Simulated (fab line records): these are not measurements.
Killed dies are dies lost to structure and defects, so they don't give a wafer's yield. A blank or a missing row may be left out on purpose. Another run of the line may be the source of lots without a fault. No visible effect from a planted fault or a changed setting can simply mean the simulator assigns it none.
A single fault, viewed from 2 desks ; flow n5 finfet ; every desk sees just its own numbers, and what lay behind them comes last

DESK OF THE TOOL OWNER: ald metal-03
The tool's own readings at N5_BEOL_M0_ALD_136 (deposits TaN, pulse time 2 s, purge time 3 s, co reactant purge time 2 s): means of the sampled wafers that have a number, for each lot that ran on this tool. Any lot whose mean is over 4 standard deviations away from the usual mean is out of limits and marked OUT; that distance is given in the brackets.
Columns: A = heater power w at N5_BEOL_M0_ALD_136, usual 409 W; B = mfc carrier sccm at N5_BEOL_M0_ALD_136, usual 1500 sccm
lot;first seen here;A;B
L901;day 7 00:49;435;1499
L907;day 7 20:56;413;1498
L909;day 8 05:33;441;1499
L914;day 9 08:17;404;1501
L918;day 10 14:16;464;1499
L919;day 10 17:42;474;1499
Finding of this desk: none of the 6 lots has anything out of limits.

FROM THE METROLOGY DESK
Means of the sampled wafers that have a number, per lot and without regard to the tool the lot ran on: this is what the gauges read. Any lot whose mean is over 4 standard deviations away from the usual mean is out of limits and marked OUT; that distance is given in the brackets. It has 10 readings; the 7 that lie furthest out on some lot are the ones shown.
Columns: A = DIBL_N at N5_BEOL_M4_RC_MEAS_101, usual 36.0 mV/V; B = DIBL_P at N5_BEOL_M4_RC_MEAS_101, usual 36.2 mV/V; C = IOFF_N at N5_BEOL_M4_RC_MEAS_101, usual 0.16 nA/um; D = IOFF_P at N5_BEOL_M4_RC_MEAS_101, usual 0.21 nA/um; E = ION_N at N5_BEOL_M4_RC_MEAS_101, usual 679 uA/um; F = SS_N at N5_BEOL_M4_RC_MEAS_101, usual 71.4 mV/dec; G = VT_N at N5_BEOL_M4_RC_MEAS_101, usual 249 mV
lot;first seen here;A;B;C;D;E;F;G
L901;day 8 21:14;34.0;33.4;0.14;0.19;674;70.8;250
L907;day 9 22:29;35.2;35.1;0.15;0.20;676;71.5;250
L909;day 10 14:33;35.7;36.6;0.14;0.20;661;71.3;253
L911;day 11 10:43;33.6;34.0;0.14;0.20;686;71.0;248
L914;day 11 20:20;36.8;37.2;0.17;0.22;673;71.8;250
L918;day 12 16:13;38.2;39.5;0.19;0.25;688;72.0;246
L919;day 12 19:34;35.2;37.3;0.16;0.19;684;71.4;247
L921;day 14 01:46;38.1;37.1;0.19;0.22;697;71.5;246
L923;day 14 04:23;37.4;38.2;0.18;0.24;686;71.7;247
L922;day 14 09:19;38.6;40.8;0.22;0.27;686;72.2;247
Finding of this desk: none of the 10 lots has anything out of limits.

TAKEN TOGETHER
The tool owner's desk saw nothing out of limits.
Metrology desk: nothing out of limits seen.

WHAT THE SIMULATOR HAD PUT IN
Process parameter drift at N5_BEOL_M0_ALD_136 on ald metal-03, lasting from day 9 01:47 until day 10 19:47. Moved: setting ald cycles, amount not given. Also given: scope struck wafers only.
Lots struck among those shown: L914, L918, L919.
